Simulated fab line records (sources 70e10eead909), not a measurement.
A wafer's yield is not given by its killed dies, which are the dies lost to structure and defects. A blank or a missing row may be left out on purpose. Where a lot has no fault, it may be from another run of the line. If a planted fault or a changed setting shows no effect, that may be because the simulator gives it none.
Which of the tools did it? || flow nand-harc || 11 lots with 33 wafers sampled at 3 steps, on a route of 1302 steps

## WHAT THE GAUGES SHOWED, per wafer
NHARC_A_CHANNEL_HOLE_D1_INSPECT_40.
{"lot": "L660", "measured": "day 8 18:43", "on": "defect-inspect-01", "raw-defect-count": "94 76 92"}
{"lot": "L661", "measured": "day 8 23:37", "on": "defect-inspect-02", "raw-defect-count": "113 126 92"}
{"lot": "L663", "measured": "day 10 02:56", "on": "defect-inspect-02", "raw-defect-count": "65 45 41"}
{"lot": "L664", "measured": "day 10 13:40", "on": "defect-inspect-02", "raw-defect-count": "45 45 38"}
{"lot": "L665", "measured": "day 10 14:05", "on": "defect-inspect-01", "raw-defect-count": "90 101 84"}
{"lot": "L666", "measured": "day 11 03:46", "on": "defect-inspect-01", "raw-defect-count": "35 50 36"}
{"lot": "L668", "measured": "day 12 00:17", "on": "defect-inspect-02", "raw-defect-count": "92 97 103"}
{"lot": "L677", "measured": "day 15 16:53", "on": "defect-inspect-02", "raw-defect-count": "82 74 83"}
{"lot": "L678", "measured": "day 16 01:05", "on": "defect-inspect-02", "raw-defect-count": "88 65 47"}
{"lot": "L682", "measured": "day 17 23:24", "on": "defect-inspect-01", "raw-defect-count": "45 55 42"}
{"lot": "L683", "measured": "day 18 19:13", "on": "defect-inspect-02", "raw-defect-count": "91 75 62"}

## WHICH TOOL RAN EACH LOT (tool, then ch and the chambers of the sampled wafers, then the start)
{"lot": "L660", "NHARC_A_CHANNEL_HOLE_D1_ETCH_44": "rie-diel-12 ch 0,2, day 8 17:44", "NHARC_A_CHANNEL_HOLE_D1_STRIP_27": "rie-diel-12 ch 1,3, day 8 18:43 or earlier"}
{"lot": "L661", "NHARC_A_CHANNEL_HOLE_D1_ETCH_44": "rie-diel-12 ch 2,3, day 8 22:38", "NHARC_A_CHANNEL_HOLE_D1_STRIP_27": "rie-diel-12 ch 1,2, day 8 23:37 or earlier"}
{"lot": "L663", "NHARC_A_CHANNEL_HOLE_D1_ETCH_44": "rie-diel-12 ch 0,2, day 10 01:57", "NHARC_A_CHANNEL_HOLE_D1_STRIP_27": "rie-diel-12 ch 0,3, day 10 02:56 or earlier"}
{"lot": "L664", "NHARC_A_CHANNEL_HOLE_D1_ETCH_44": "rie-diel-04 ch 1,3, day 10 12:41", "NHARC_A_CHANNEL_HOLE_D1_STRIP_27": "rie-diel-04 ch 1,2,3, day 10 13:40 or earlier"}
{"lot": "L665", "NHARC_A_CHANNEL_HOLE_D1_ETCH_44": "rie-diel-12 ch 0,2,3, day 10 13:04", "NHARC_A_CHANNEL_HOLE_D1_STRIP_27": "rie-diel-12 ch 0,1,3, day 10 14:05 or earlier"}
{"lot": "L666", "NHARC_A_CHANNEL_HOLE_D1_ETCH_44": "rie-diel-12 ch 0,1,3, day 11 02:48", "NHARC_A_CHANNEL_HOLE_D1_STRIP_27": "rie-diel-12 ch 2,3, day 11 03:46 or earlier"}
{"lot": "L668", "NHARC_A_CHANNEL_HOLE_D1_ETCH_44": "rie-diel-10 ch 0,1,2, day 11 23:17", "NHARC_A_CHANNEL_HOLE_D1_STRIP_27": "rie-diel-10 ch 0,1,3, day 12 00:17 or earlier"}
{"lot": "L677", "NHARC_A_CHANNEL_HOLE_D1_ETCH_44": "rie-diel-10 ch 0,1, day 15 15:32", "NHARC_A_CHANNEL_HOLE_D1_STRIP_27": "rie-diel-10 ch 0,1, day 15 15:54"}
{"lot": "L678", "NHARC_A_CHANNEL_HOLE_D1_ETCH_44": "rie-diel-12 ch 1,2,3, day 16 00:06", "NHARC_A_CHANNEL_HOLE_D1_STRIP_27": "rie-diel-12 ch 0,1, day 16 01:05 or earlier"}
{"lot": "L682", "NHARC_A_CHANNEL_HOLE_D1_ETCH_44": "rie-diel-10 ch 1,2,3, day 17 22:25", "NHARC_A_CHANNEL_HOLE_D1_STRIP_27": "rie-diel-10 ch 0,1,3, day 17 23:24 or earlier"}
{"lot": "L683", "NHARC_A_CHANNEL_HOLE_D1_ETCH_44": "rie-diel-04 ch 0,1,2, day 18 18:14", "NHARC_A_CHANNEL_HOLE_D1_STRIP_27": "rie-diel-04 ch 2,3, day 18 19:13 or earlier"}
- NHARC_A_CHANNEL_HOLE_D1_ETCH_44: etches the open film in CF4/O2, target depth 140 nm, overetch 14 nm, time 77 s.
- NHARC_A_CHANNEL_HOLE_D1_STRIP_27: strips in O2.

## THE ANSWER, worked out from the rows above alone
Rule: usual is defined by the lots themselves. Put in order of their means at a reading, lots are off if they are a third of the lots or fewer, leave a main group of 4 or more, and stand apart from it by a gap of 3 or more times the standard deviation of the main group's means; of several such gaps the widest counts. A main group whose means are all the same, to the digits that the tables above print for the reading, isn't used. Also off: a lot with no number at a reading for which 4 or more lots have one. The other lots that the step has rows for count as sound.
No lot is off on any of the readings shown, so nothing can be concluded from this.

## WHAT WAS PUT IN BY THE SIMULATOR
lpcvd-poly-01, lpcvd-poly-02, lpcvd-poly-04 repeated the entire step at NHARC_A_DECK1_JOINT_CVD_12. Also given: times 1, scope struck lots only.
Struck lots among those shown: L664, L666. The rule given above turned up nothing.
